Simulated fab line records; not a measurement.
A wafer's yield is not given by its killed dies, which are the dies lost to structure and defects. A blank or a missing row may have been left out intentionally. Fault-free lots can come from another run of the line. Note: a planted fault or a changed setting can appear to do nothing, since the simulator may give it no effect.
A single fault, viewed from 3 desks | flow n5-finfet | every desk sees just its own numbers, and what lay behind them comes last

== FOR THE TOOL OWNER'S DESK: rie-diel-05 ==
The tool's own readings at N5_BEOL_M0_SAQP_ETCH_101 (etches SiNx in CH3F/O2, target depth 29.9 nm, time 42.7 s): means of the sampled wafers that have a number, for each lot that ran on this tool. Any lot whose mean is over 4 standard deviations away from the usual mean is out of limits and marked OUT; that distance is given in the brackets.
Columns: A = drypump-motor-current-A at N5_BEOL_M0_SAQP_ETCH_101, usual 5.8 A; B = oes-product-au at N5_BEOL_M0_SAQP_ETCH_101, usual 0.79 a.u.; C = rf-vpp-V at N5_BEOL_M0_SAQP_ETCH_101, usual 297 V; D = showerhead-plenum-p-Torr at N5_BEOL_M0_SAQP_ETCH_101, usual 2.00 Torr; E = throttle-valve-pct at N5_BEOL_M0_SAQP_ETCH_101, usual 16.37 %
lot  | first seen here | A   | B    | C   | D    | E
L213 | day 5 23:49     | 6.2 | 0.75 | 291 | 2.02 | 16.36
L214 | day 6 08:59     | 5.6 | 0.79 | 301 | 2.02 | 16.42
L218 | day 7 12:36     | 5.8 | 0.77 | 299 | 1.97 | 16.46
L233 | day 10 22:49    | 5.8 | 0.77 | 299 | 1.96 | 16.52
This desk found nothing out of limits on any of the 4 lots.

== THE DEFECT DESK ==
Inspection counts along the route, by lot: the mean over sampled wafers that carry a number. Any lot whose mean is over 4 standard deviations away from the usual mean is out of limits and marked OUT; that distance is given in the brackets.
Columns: A = raw-defect-count at N5_MOL_CONTACT_COAG_INSPECT_97, usual 43
lot  | first seen here | A
L211 | day 5 12:55     | 23
L213 | day 5 20:37     | 26
L214 | day 6 04:41     | 42
L218 | day 7 05:55     | 61
L225 | day 8 22:17     | 55
L230 | day 10 00:57    | 32
L233 | day 10 18:15    | 40
L234 | day 11 01:01    | 50
This desk found nothing out of limits on any of the 8 lots.

== METROLOGY DESK ==
Lot by lot, what the gauges showed, no matter which tool ran the lot: averages of those sampled wafers that carry a number. Any lot whose mean is over 4 standard deviations away from the usual mean is out of limits and marked OUT; that distance is given in the brackets. Of its 11 readings 7 are shown: those that lie furthest out on some lot.
Columns: A = IOFF_N at N5_BEOL_M4_RC_MEAS_101, usual 0.16 nA/um; B = IOFF_P at N5_BEOL_M4_RC_MEAS_101, usual 0.21 nA/um; C = ION_N at N5_BEOL_M4_RC_MEAS_101, usual 676 uA/um; D = ION_P at N5_BEOL_M4_RC_MEAS_101, usual 462 uA/um; E = SS_P at N5_BEOL_M4_RC_MEAS_101, usual 73.3 mV/dec; F = VT_N at N5_BEOL_M4_RC_MEAS_101, usual 249 mV; G = VT_P at N5_BEOL_M4_RC_MEAS_101, usual -250 mV
lot  | first seen here | A    | B    | C   | D   | E    | F   | G
L211 | day 5 08:22     | 0.19 | 0.22 | 685 | 467 | 73.5 | 246 | -249
L213 | day 5 17:34     | 0.17 | 0.18 | 679 | 452 | 73.4 | 251 | -255
L214 | day 6 01:38     | 0.20 | 0.26 | 693 | 471 | 74.0 | 247 | -246
L218 | day 6 22:58     | 0.14 | 0.21 | 665 | 462 | 72.9 | 253 | -249
L225 | day 8 19:14     | 0.20 | 0.23 | 689 | 467 | 73.4 | 247 | -250
L230 | day 9 21:53     | 0.13 | 0.17 | 657 | 451 | 72.9 | 255 | -256
L233 | day 10 15:11    | 0.16 | 0.23 | 665 | 463 | 73.3 | 250 | -248
L234 | day 10 21:57    | 0.16 | 0.22 | 682 | 469 | 73.4 | 248 | -248
This desk found nothing out of limits on any of the 8 lots.

== ALL TOGETHER ==
The desk of the tool owner found nothing out of limits.
No out-of-limits result turned up at the defect desk.
Nothing out of limits was seen by the metrology desk.

== WHAT THE SIMULATOR PUT IN ==
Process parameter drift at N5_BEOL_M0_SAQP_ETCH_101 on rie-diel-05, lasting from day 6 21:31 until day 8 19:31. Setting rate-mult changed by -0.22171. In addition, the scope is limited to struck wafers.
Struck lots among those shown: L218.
